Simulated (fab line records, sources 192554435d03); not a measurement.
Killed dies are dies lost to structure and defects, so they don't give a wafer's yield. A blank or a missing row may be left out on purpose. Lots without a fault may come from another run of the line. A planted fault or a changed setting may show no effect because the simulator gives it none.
fab line records | flow n5_finfet
record lots=7 wafers=21
route steps=1938 shown PASSIVATION@1930
start_h: hours from the record's first day to the start of the lot's first wafer shown | wait_h: hours since the lot's step before | " the same as in the row above | L1.1+2: a row that stands for several wafers | - no value, or no start given | * or withheld: withheld | < > ~ a bound
route shown NAME@n: a module of which the file shows steps, and the number in the route of the first | usual: mean/standard deviation of fault-free wafers | same: alike in all rows | chamber/n: place in a boat | sites: the reading at each site | _std_site: their standard deviation | _edge_site: outer sites' mean less inner sites' | radius_mm: how far each site lies from the wafer's centre | mask NAME#n: copy n | behind: the tool/chamber that last shaped the wafer | hold: why the lot was held/for how many hours/how that ended | device: the transistor (n, p or np) that didn't switch | end of line: the same wafers' tests at the end of the route | a step without rows: its recipe alone | killed: dies lost to structure and defects at the first sort, not the wafer's yield | map: a wafer's dies, x killed, . not, _ none there
set.NAME: the setting as run; set.NAME@STEP: as run at that earlier step | model.NAME: the simulator's own value behind a step, which no gauge read
lots whose settings were changed on purpose; a table a step, a row a wafer
## steps
# step N5_PASSIVATION_ETCH_54
# recipe chemistry=CHF3/O2 target=SiO2 target_depth_a=8800 CHF3_flow_sccm=50 O2_flow_sccm=5 Ar_flow_sccm=200 time_s=440 mask_material=PR pressure_mtorr=30 source_w=650 bias_w=170 ion_energy_ev=200
# columns lot.wafer tool chamber start_h wait_h set.time_s model.etch.depth_nm model.PASSIVATION.feature_depth_nm
L076.1 rie_diel-03 3 274.70 0.1 365.5 715.2 715.2
L076.5 " 0 " " 440 878.5 878.6
L076.6 " 1 " " 440 878.1 878.2
L077.2 rie_diel-02 1 296.00 0.1 440 874.1 874
L077.4 " 3 " " 379.2 763.8 763.8
L077.6 " 1 " " 440 879.4 879.4
L079.2 rie_diel-02 3 306.67 0.1 473.9 961.7 961.8
L079.3 " 1 " " 440 870.2 870.2
L079.4 " 3 " " 473.9 941.7 941.6
L085.2 rie_diel-02 3 353.83 0.1 440 890.4 890.4
L085.3 " 0 " " 347.1 699.9 699.8
L085.4 " 2 " " 440 911.5 911.6
L086.2 rie_diel-06 3 354.06 0.1 440 884.5 884.4
L086.4 " 1 " " 440 906.1 906.2
L086.6 " 0 " " 440 881.4 881.4
L088.2 rie_diel-06 1 359.54 0.1 470.2 962.8 962.8
L088.5 " 2 " " 470.2 940.8 940.8
L088.6 " 3 " " 440 893.3 893.2
L096.1 rie_diel-06 0 408.17 0.1 516.4 1079 1079
L096.2 " 1 " " 516.4 1046 1046
L096.4 " 0 " " 440 912.2 912.2
# step N5_PASSIVATION_STRIP_48
# recipe chemistry=O2 power_w=600 temp_c=60 pressure_mtorr=30 rf_frequency_hz=6e+07 bias_power_w=0 overash_fraction=0.5 o2_flow_sccm=225
# step N5_PASSIVATION_STRIP_52
# recipe chemistry=post_etch_residue_remover time_s=1200 temp_c=72.5
# step N5_PASSIVATION_SRD_72
# recipe dry=ipa_marangoni time_s=30 temp_c=23 rinse_liquid=diw
# step N5_PASSIVATION_ANNEAL_56
# recipe temp_c=400 time_s=1800 ambient=FGA idle_temp_c=300 ramp_up_c_per_min=5 ramp_down_c_per_min=3
# step N5_PASSIVATION_PROBE_49
# usual killed_at_M0_to_M3=34/12 killed_at_M4_up=12/4.9 killed_at_contacts=13/7.2 killed_at_front_end=39/12 killed_at_other=3.7/2.9 killed_dies=101/18 killed_open=67/14 killed_short=33/7.2
# same gross_dies=1180 killed_at_back_side=0
# columns lot.wafer tool chamber start_h wait_h set.time_s@PASSIVATION_ETCH_54 killed_at_M0_to_M3 killed_at_M4_up killed_at_contacts killed_at_front_end killed_at_other killed_dies killed_open killed_short
L076.1 prober-01 - 277.49 0.0 365.5 30 8 9 43 1029 1119 65 26
L076.5 prober-01 - 277.69 0.2 440 43 5 6 33 1 88 51 34
L076.6 prober-01 - 277.74 0.3 440 42 12 3 33 4 94 58 35
L077.2 prober-02 - 298.85 0.1 440 38 156 18 26 1 239 69 26
L077.4 prober-02 - 298.95 0.2 379.2 53 15 17 33 209 327 84 33
L077.6 prober-02 - 299.05 0.3 440 30 173 20 25 0 248 56 30
L079.2 prober-02 - 309.91 0.1 473.9 30 26 17 28 0 101 61 20
L079.3 prober-02 - 309.96 0.1 440 30 11 12 19 0 72 43 29
L079.4 prober-02 - 310.01 0.2 473.9 34 10 8 29 1 82 53 28
L085.2 prober-02 - 356.66 0.1 440 38 14 18 44 4 118 76 39
L085.3 prober-02 - 356.71 0.1 347.1 17 19 17 28 1089 1170 60 25
L085.4 prober-02 - 356.76 0.2 440 31 12 17 34 4 98 63 33
L086.2 prober-01 - 356.91 0.1 440 45 13 12 26 2 98 67 30
L086.4 prober-01 - 357.01 0.2 440 30 7 11 35 3 86 58 27
L086.6 prober-01 - 357.11 0.3 440 37 7 12 35 9 100 69 31
L088.2 prober-02 - 362.37 0.1 470.2 23 151 0 36 0 210 42 27
L088.5 prober-02 - 362.52 0.2 470.2 14 11 4 43 4 76 51 25
L088.6 prober-02 - 362.57 0.3 440 40 160 11 32 4 247 69 28
L096.1 prober-01 - 410.95 0.0 516.4 32 65 14 37 4 152 55 32
L096.2 prober-01 - 411.00 0.1 516.4 26 9 23 42 5 105 67 36
L096.4 prober-01 - 411.10 0.2 440 29 7 21 32 6 95 62 32
# killed by level:class
L076.1 PASSIVATION:area_etch=1028 BEOL_M0_SAQP:geometric_particle:open=12 FIN_SAQP:geometric_particle:open=9 STI_FIN_REVEAL:geometric_particle:open=8 MOL_CONTACT_COAG:geometric_particle:open=8 BEOL_M2:geometric_particle:open=8 STARTING-WAFER:geometric_particle:short=6 FIN_SAQP:geometric_particle:short=5
L076.5 BEOL_M2:geometric_particle:open=14 BEOL_M0_SAQP:geometric_particle:short=7 BEOL_M1:geometric_particle:open=7 FIN_SAQP:geometric_particle:short=6 STI_FIN_REVEAL:geometric_particle:open=5 MOL_CONTACT_COAG:geometric_particle:open=5 STARTING-WAFER:geometric_particle:open=5 GATE_CUT:geometric_particle:short=4
L076.6 BEOL_M0_SAQP:geometric_particle:short=15 FIN_SAQP:geometric_particle:open=12 BEOL_M2:geometric_particle:open=7 BEOL_M0_SAQP:geometric_particle:open=5 STARTING-WAFER:geometric_particle:open=5 BEOL_M4:geometric_particle:open=5 FIN_SAQP:geometric_particle:short=4 DUMMY_GATE:geometric_particle:open=3
L077.2 BEOL_M4:area_expose=138 MOL_CONTACT_COAG:geometric_particle:open=15 BEOL_M3:geometric_particle:open=9 BEOL_M0_SAQP:geometric_particle:open=8 BEOL_M0_SAQP:geometric_particle:short=7 GATE_CUT:geometric_particle:short=6 BEOL_M4:geometric_particle:open=6 STI_FIN_REVEAL:geometric_particle:open=4
L077.4 PASSIVATION:area_etch=209 BEOL_M0_SAQP:geometric_particle:open=16 BEOL_M0_SAQP:geometric_particle:short=14 MOL_CONTACT_COAG:geometric_particle:open=13 BEOL_M3:geometric_particle:open=9 STI_FIN_REVEAL:geometric_particle:open=7 BEOL_M2:geometric_particle:open=7 BEOL_M4:geometric_particle:open=7
L077.6 BEOL_M4:area_expose=161 MOL_CONTACT_COAG:geometric_particle:open=13 BEOL_M4:geometric_particle:open=7 MOL_CONTACT_COAG:geometric_particle:short=6 BEOL_M0_SAQP:geometric_particle:open=6 BEOL_M0_SAQP:geometric_particle:short=6 DUMMY_GATE:geometric_particle:open=5 GATE_CUT:geometric_particle:short=4
L079.2 BEOL_M4:area_expose=18 MOL_CONTACT_COAG:geometric_particle:open=12 BEOL_M0_SAQP:geometric_particle:open=8 BEOL_M3:geometric_particle:open=8 DUMMY_GATE:geometric_particle:open=7 STI_FIN_REVEAL:geometric_particle:open=5 MOL_CONTACT_COAG:geometric_particle:short=5 BEOL_M0_SAQP:geometric_particle:short=5
L079.3 MOL_CONTACT_COAG:geometric_particle:open=8 BEOL_M0_SAQP:geometric_particle:short=8 BEOL_M2:geometric_particle:open=7 FIN_SAQP:geometric_particle:short=6 BEOL_M0_SAQP:geometric_particle:open=5 MOL_CONTACT_COAG:geometric_particle:short=4 BEOL_M4:geometric_particle:open=4 BEOL_M3:geometric_particle:open=4
L079.4 BEOL_M0_SAQP:geometric_particle:open=16 BEOL_M0_SAQP:geometric_particle:short=8 MOL_CONTACT_COAG:geometric_particle:open=7 GATE_CUT:geometric_particle:short=6 GATE_CUT:geometric_particle:open=6 DUMMY_GATE:geometric_particle:open=5 STI_FIN_REVEAL:geometric_particle:open=4 FIN_SAQP:geometric_particle:short=2
L085.2 MOL_CONTACT_COAG:geometric_particle:open=13 BEOL_M0_SAQP:geometric_particle:short=13 BEOL_M4:geometric_particle:open=10 BEOL_M0_SAQP:geometric_particle:open=10 FIN_SAQP:geometric_particle:open=8 STI_FIN_REVEAL:geometric_particle:open=7 GATE_CUT:geometric_particle:short=6 BEOL_M1:geometric_particle:open=6
L085.3 PASSIVATION:area_etch=1085 MOL_CONTACT_COAG:geometric_particle:open=15 BEOL_M4:geometric_particle:open=10 STI_FIN_REVEAL:geometric_particle:open=9 GATE_CUT:geometric_particle:short=6 BEOL_M0_SAQP:geometric_particle:short=5 BEOL_M3:geometric_particle:open=5 GATE_CUT:geometric_particle:open=4
L085.4 MOL_CONTACT_COAG:geometric_particle:open=17 FIN_SAQP:geometric_particle:open=8 BEOL_M0_SAQP:geometric_particle:open=8 BEOL_M0_SAQP:geometric_particle:short=6 BEOL_M1:geometric_particle:open=6 FIN_SAQP:geometric_particle:short=5 BEOL_M4:geometric_particle:open=4 STI_FIN_REVEAL:geometric_particle:open=4
L086.2 BEOL_M0_SAQP:geometric_particle:short=16 MOL_CONTACT_COAG:geometric_particle:open=12 BEOL_M0_SAQP:geometric_particle:open=10 BEOL_M3:geometric_particle:open=5 GATE_CUT:geometric_particle:open=5 BEOL_M5:geometric_particle:open=5 STI_FIN_REVEAL:geometric_particle:open=4 BEOL_M2:geometric_particle:open=4
L086.4 FIN_SAQP:geometric_particle:open=16 FIN_SAQP:geometric_particle:short=7 MOL_CONTACT_COAG:geometric_particle:open=7 BEOL_M0_SAQP:geometric_particle:short=7 BEOL_M1:geometric_particle:open=6 BEOL_M0_SAQP:geometric_particle:open=6 BEOL_M3:geometric_particle:open=6 MOL_CONTACT_COAG:geometric_particle:short=4
L086.6 BEOL_M0_SAQP:geometric_particle:open=13 BEOL_M3:geometric_particle:open=13 FIN_SAQP:geometric_particle:open=12 MOL_CONTACT_COAG:geometric_particle:open=9 BEOL_M0_SAQP:geometric_particle:short=6 FIN_SAQP:geometric_particle:short=5 MIM_TOP:geometric_particle:open=5 GATE_CUT:geometric_particle:short=4
L088.2 BEOL_M4:area_expose=141 FIN_SAQP:geometric_particle:open=7 BEOL_M0_SAQP:geometric_particle:short=7 FIN_SAQP:geometric_particle:short=6 BEOL_M3:geometric_particle:open=6 STARTING-WAFER:geometric_particle:short=5 GATE_CUT:geometric_particle:short=4 BEOL_M5:geometric_particle:open=4
L088.5 FIN_SAQP:geometric_particle:open=18 FIN_SAQP:geometric_particle:short=8 BEOL_M3:geometric_particle:open=7 GATE_CUT:geometric_particle:short=4 BEOL_M10:geometric_particle:open=4 STI_FIN_REVEAL:geometric_particle:open=3 MOL_CONTACT_COAG:geometric_particle:open=3 SPACER0:geometric_particle:short=2
L088.6 BEOL_M4:area_expose=148 BEOL_M0_SAQP:geometric_particle:open=17 BEOL_M0_SAQP:geometric_particle:short=8 BEOL_M1:geometric_particle:open=7 MOL_CONTACT_COAG:geometric_particle:open=6 STI_FIN_REVEAL:geometric_particle:open=6 FIN_SAQP:geometric_particle:open=4 GATE_CUT:geometric_particle:open=4
L096.1 BEOL_M4:area_expose=64 FIN_SAQP:geometric_particle:open=13 MOL_CONTACT_COAG:geometric_particle:open=11 BEOL_M0_SAQP:geometric_particle:short=8 BEOL_M0_SAQP:geometric_particle:open=8 FIN_SAQP:geometric_particle:short=7 STI_FIN_REVEAL:geometric_particle:open=7 BEOL_M1:geometric_particle:short=5
L096.2 STI_FIN_REVEAL:geometric_particle:open=17 MOL_CONTACT_COAG:geometric_particle:open=17 BEOL_M0_SAQP:geometric_particle:short=9 BEOL_M3:geometric_particle:open=8 STARTING-WAFER:geometric_particle:short=6 FIN_SAQP:geometric_particle:open=5 MOL_CONTACT_COAG:geometric_particle:short=4 BEOL_M1:geometric_particle:short=4
L096.4 MOL_CONTACT_COAG:geometric_particle:open=16 BEOL_M3:geometric_particle:open=7 FIN_SAQP:geometric_particle:short=6 STI_FIN_REVEAL:geometric_particle:open=6 FIN_SAQP:geometric_particle:open=5 DUMMY_GATE:geometric_particle:open=5 MOL_CONTACT_COAG:geometric_particle:short=5 BEOL_M1:geometric_particle:open=5
## key
split step=N5_PASSIVATION_ETCH_54 setting=time_s stated=440 by=wafer
response step=N5_PASSIVATION_ETCH_54 reading=model.etch.depth_nm change=+9.16 per=1% r=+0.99
response step=N5_PASSIVATION_ETCH_54 reading=model.PASSIVATION.feature_depth_nm change=+9.17 per=1% r=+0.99
response step=N5_PASSIVATION_PROBE_49 reading=killed_at_other shape=bent at_lowest=1089 at_stated=3.2 at_highest=4.5
response step=N5_PASSIVATION_PROBE_49 reading=killed_dies shape=bent at_lowest=1170 at_stated=132 at_highest=128
